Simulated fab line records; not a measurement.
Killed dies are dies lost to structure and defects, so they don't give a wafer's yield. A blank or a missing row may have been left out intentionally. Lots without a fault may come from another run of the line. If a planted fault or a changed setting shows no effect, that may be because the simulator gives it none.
fab line records	flow n5Finfet	part 2 of 2: steps 27 to 33 of 33
[record] lots = 5	wafers = 15	lastDay = 17
route steps=1938 shown DUMMY_GATE@252 SPACER0@258 SD_EPI_N@262
lots that met no fault: taken from a fault-free run of the same line
startH: hours from the record's opening day to when the first of the lot's shown wafers began	waitH: how many hours have passed since the lot's step before this one	" identical to the entry in the row above	L1.1+2: a row that stands for several wafers	- no value, or no start given	* or withheld: withheld	< > ~ a bound
route shown NAME@n: NAME is a module with steps in the file, n the number in the route of the first one	usual: average and standard deviation across the fault-free wafers	same: alike in all rows	chamber/n: place in a boat	sites: per-site readings	_std_site: standard deviation of those values	_edge_site: mean of outer sites minus mean of inner sites	radiusMm: how far each site lies from the wafer's centre	mask NAME#n: copy n	behind: tool/chamber where the wafer was last shaped	hold: what put the lot on hold/how long, in hours/how the hold closed	device: the n, p or np transistor that did not switch	end of line: tests run on the same wafers once the route is complete	a step without rows: its recipe alone	killed: dies that structure and defects cost at the first sort, which is not the same as the wafer's yield	map: shows each die of a wafer: x if killed, . if not, _ if none is there
set.NAME: the setting as run; set.NAME@STEP: as run at that earlier step	model.NAME: the simulator's own value behind a step, which no gauge read
lots seen at some steps along the route; tables by step, rows by wafer
services: the hour from which a tool's chamber was out of use, counted from the record's first day as startH (under 0 if before that day), plus the number of hours and why
[[steps]]
[step N5_SD_EPI_N_ETCH_45]
[recipe] chemistry = CH3F/O2	target = SiOCN	targetDepthA = 60	maskMaterial = SOC	ionEnergyEv = 60	biasW = 29	pressureMtorr = 15	sourceW = 410	Ar_flow_sccm = 150	CH3F_flow_sccm = 30	O2_flow_sccm = 20
[usual] drypumpMotorCurrentA = 5.9/0.54	oesProductAu = 0.78/0.083	rfVppV = 127.6/0.97	showerheadPlenumPTorr = 2.00/0.065	throttleValvePct = 23.34/0.25
lot.wafer	tool	chamber	startH	waitH	drypumpMotorCurrentA	oesProductAu	rfHoursCounterH	rfVppV	showerheadPlenumPTorr	throttleValvePct
L077.2	rieDiel-06	2	67.86	0.1	5.9	0.76	119	126.3	1.93	23.07
L077.4	"	1	"	"	5.7	0.78	101	129.6	2.09	23.63
L077.6	"	3	"	"	4.9	0.86	-	127.5	2.02	23.39
L080.2	rieDiel-02	2	84.03	0.1	6.5	0.87	61	128.4	2.02	23.44
L080.4	"	0	"	"	5.3	0.67	250	127.3	1.96	23.04
L080.5	"	0	"	"	5.3	0.66	-	126.6	1.96	23.06
L085.1	rieDiel-04	3	120.23	0.1	6.0	0.88	33	127.6	2.12	23.15
L085.3	"	2	"	"	5.9	0.86	44	127.6	1.95	23.35
L085.5	"	0	"	"	6.5	0.69	-	126.2	1.98	23.50
L088.1	rieDiel-02	0	136.00	0.1	5.2	0.91	15	129.0	1.95	22.80
L088.4	"	3	"	"	5.1	0.68	-	127.5	1.97	23.77
L088.6	"	0	"	"	5.2	0.92	-	126.9	1.95	22.79
L097.2	rieDiel-04	2	186.03	0.1	5.8	0.84	72	127.5	1.94	23.40
L097.3	"	3	"	"	6.0	0.84	60	129.6	2.11	23.22
L097.6	"	3	"	"	6.0	0.84	-	127.8	2.11	23.20
[step N5_SD_EPI_N_ETCH_16]
[recipe] chemistry = CHF3/O2	target = SiO2	targetDepthA = 50	maskMaterial = SOC	pressureMtorr = 30	sourceW = 650	biasW = 170	Ar_flow_sccm = 200	CHF3_flow_sccm = 50	O2_flow_sccm = 5	ionEnergyEv = 200
[usual] drypumpMotorCurrentA = 5.9/0.54	oes_o_777_au = 0.78/0.076	oesProductAu = 0.78/0.083	rfVppV = 527/4.6	showerheadPlenumPTorr = 2.41/0.076	throttleValvePct = 18.92/0.24
lot.wafer	tool	chamber	startH	waitH	drypumpMotorCurrentA	oes_o_777_au	oesProductAu	rfHoursCounterH	rfVppV	showerheadPlenumPTorr	throttleValvePct
L077.2	rieDiel-06	2	67.96	0.1	5.9	0.76	0.76	119	528	2.33	18.71
L077.4	"	1	"	"	5.7	0.79	0.79	101	531	2.52	19.17
L077.6	"	3	"	"	4.9	0.84	0.86	-	532	2.45	18.91
L080.2	rieDiel-02	2	84.13	0.1	6.4	0.86	0.86	61	529	2.45	19.00
L080.4	"	0	"	"	5.2	0.67	0.66	250	522	2.37	18.74
L080.5	"	0	"	"	5.3	0.68	0.66	-	522	2.37	18.72
L085.1	rieDiel-04	3	120.33	0.1	6.0	0.87	0.88	33	532	2.55	18.69
L085.3	"	2	"	"	5.9	0.86	0.87	44	531	2.35	18.87
L085.5	"	0	"	"	6.5	0.71	0.69	-	524	2.39	19.07
L088.1	rieDiel-02	0	136.10	0.1	5.2	0.91	0.93	15	521	2.36	18.39
L088.4	"	3	"	"	5.1	0.67	0.68	-	518	2.38	19.36
L088.6	"	0	"	"	5.2	0.91	0.92	-	520	2.36	18.39
L097.2	rieDiel-04	2	186.13	0.1	5.9	0.82	0.83	72	530	2.34	18.93
L097.3	"	3	"	"	6.0	0.83	0.85	60	531	2.54	18.75
L097.6	"	3	"	"	6.0	0.83	0.84	-	532	2.54	18.74
[step N5_SD_EPI_N_STRIP_47]
[recipe] chemistry = CHF3/O2	resist = SiARC	rfFrequencyHz = 6e+07
lot.wafer	tool	chamber	startH	waitH
L077.2+4+6	rieDiel-06	2,1,3	68.00	0.0
L080.2+4+5	rieDiel-02	2,0,0	84.17	0.0
L085.1+3+5	rieDiel-04	3,2,0	120.37	0.0
L088.1+4+6	rieDiel-02	0,3,0	136.14	0.0
L097.2+3+6	rieDiel-04	2,3,3	186.17	0.0
[step N5_SD_EPI_N_SD_RECESS_17]
[recipe] chemistry = HBr/Cl2/O2	targetDepthA = 410	maskMaterial = SOC	timeS = 23.7	btTimeS = 3	pressureMtorr = 10	icpW = 800	biasW = 112	HBr_flow_sccm = 150	Cl2_flow_sccm = 80	O2_flow_sccm = 12
[usual] drypumpMotorCurrentA = 5.8/0.56	oes_o_777_au = 0.992/0.02	oesProductAu = 0.993/0.02	throttleValvePct = 36.88/0.19
lot.wafer	tool	chamber	startH	waitH	drypumpMotorCurrentA	oes_o_777_au	oesProductAu	rfHoursCounterH	throttleValvePct
L077.2	rieSi-04	0	68.03	0.0	6.4	0.956	0.955	62	36.73
L077.4	"	1	"	"	5.4	0.973	0.967	198	37.04
L077.6	"	2	"	"	4.9	1.000	0.994	-	36.78
L080.2	rieSi-04	1	84.20	0.0	5.4	0.966	0.964	198	37.05
L080.4	"	3	"	"	6.4	0.980	0.989	88	36.81
L080.5	"	0	"	"	6.5	0.963	0.951	-	36.72
L085.1	rieSi-02	2	120.40	0.0	6.0	0.995	1.005	77	36.74
L085.3	"	3	"	"	6.2	1.006	0.998	139	37.20
L085.5	"	1	"	"	5.7	1.024	1.022	-	36.87
L088.1	rieSi-02	0	136.17	0.0	5.9	1.009	1.024	76	36.99
L088.4	"	2	"	"	6.0	0.993	1.004	77	36.74
L088.6	"	0	"	"	5.9	1.009	1.016	-	37.00
L097.2	rieSi-03	2	186.20	0.0	5.5	1.024	1.022	10	36.77
L097.3	"	0	"	"	5.1	1.005	1.019	89	36.74
L097.6	"	0	"	"	5.1	1.006	1.011	-	36.75
[step N5_SD_EPI_N_STRIP_38]
[recipe] chemistry = N2/H2	powerW = 1000	tempC = 250	h2Frac = 0.65	overashFraction = 0.3	pressureMtorr = withheld	n2FlowSccm = 1750	h2FlowSccm = 3250
[usual] drypumpMotorCurrentA = 5.5/0.63	heaterPowerW = 326/18	n2FlowSccm = 1750/4.9	oesProductAu = 0.760/0.011
lot.wafer	tool	chamber	startH	waitH	drypumpMotorCurrentA	heaterPowerW	n2FlowSccm	oesProductAu	rfHoursCounterH
L077.2	plasmaAsher-02	0	68.12	0.1	4.9	332	1752	0.757	83
L077.4	"	1	"	"	5.2	297	1749	0.741	-
L077.6	"	0	"	"	4.9	331	1752	0.773	-
L080.2	plasmaAsher-01	0	84.30	0.1	6.6	342	1750	0.766	42
L080.4	"	1	"	"	5.3	328	1747	0.752	-
L080.5	"	0	"	"	6.6	341	1755	0.753	-
L085.1	plasmaAsher-01	0	120.49	0.1	6.6	340	1753	0.758	50
L085.3	"	1	"	"	5.3	336	1755	0.767	-
L085.5	"	1	"	"	5.3	339	1748	0.745	-
L088.1	plasmaAsher-01	1	136.27	0.1	5.3	339	1741	0.786	53
L088.4	"	0	"	"	6.6	356	1754	0.760	-
L088.6	"	1	"	"	5.3	337	1746	0.763	-
L097.2	plasmaAsher-02	0	186.29	0.1	4.9	338	1737	0.748	114
L097.3	"	1	"	"	5.2	300	1748	0.777	-
L097.6	"	1	"	"	5.2	297	1747	0.756	-
[step N5_SD_EPI_N_WET_ETCH_43]
[recipe] chemistry = dHF	dilution = withheld	timeS = 14	target = SiO2	targetDepthA = 15	tempC = 25
lot.wafer	tool	chamber	startH	waitH
L077.2+4+6	wetBench-03	2,3,1	68.21	-
L080.2+4+5	wetBench-02	3,1,2	84.39	-
L085.1+3+5	wetBench-03	6,3,4	120.58	-
L088.1+4+6	wetBench-03	4,1,3	136.36	-
L097.2+3+6	wetBench-03	2,1,0	186.38	-
[step N5_SD_EPI_N_STRIP_18]
[recipe] chemistry = SPM	timeS = 750	tempC = 130	h2so4H2o2VolRatio = 4
lot.wafer	tool	chamber	startH	waitH
L077.2+4+6	wetBench-03	2,3,1	68.22	0.0
L080.2+4+5	wetBench-02	3,1,2	84.39	0.0
L085.1+3+5	wetBench-03	6,3,4	120.59	0.0
L088.1+4+6	wetBench-03	4,1,3	136.37	0.0
L097.2+3+6	wetBench-03	2,1,0	186.39	0.0
[[services]]
tool	chamber	startH	hours	kind
arfiScanner-03	-	54.33	9.9	repair
plasmaAsher-02	-	55.61	2.2	repair
wetBench-02	-	65.84	1.8	repair
rieSi-04	2	70.23	8.0	repair
arfiScanner-02	-	73.00	1.0	pm
rieSi-02	1	74.50	3.2	repair
arfiScanner-02	-	85.60	1.1	repair
aldSin-04	1	90.16	5.2	repair
arfiScanner-02	-	92.66	2.4	repair
arfiScanner-03	-	95.50	4.9	pm
rieDiel-04	0	96.47	9.4	repair
rieDiel-04	1	108.49	18.2	repair
plasmaAsher-02	-	108.90	1.4	repair
arfiScanner-02	-	110.88	1.3	pm
arfiScanner-03	-	112.38	1.0	pm
arfiScanner-02	-	129.44	0.7	repair
arfiScanner-03	-	137.42	1.3	pm
aldSin-04	-	139.20	1.7	repair
arfiScanner-03	-	143.48	0.2	repair
plasmaAsher-01	-	153.76	14.6	pm
rieDiel-06	2	154.30	2.7	repair
arfiScanner-02	-	158.47	1.0	pm
plasmaAsher-01	-	168.36	28.1	pm
wetBench-06	-	178.94	1.9	pm
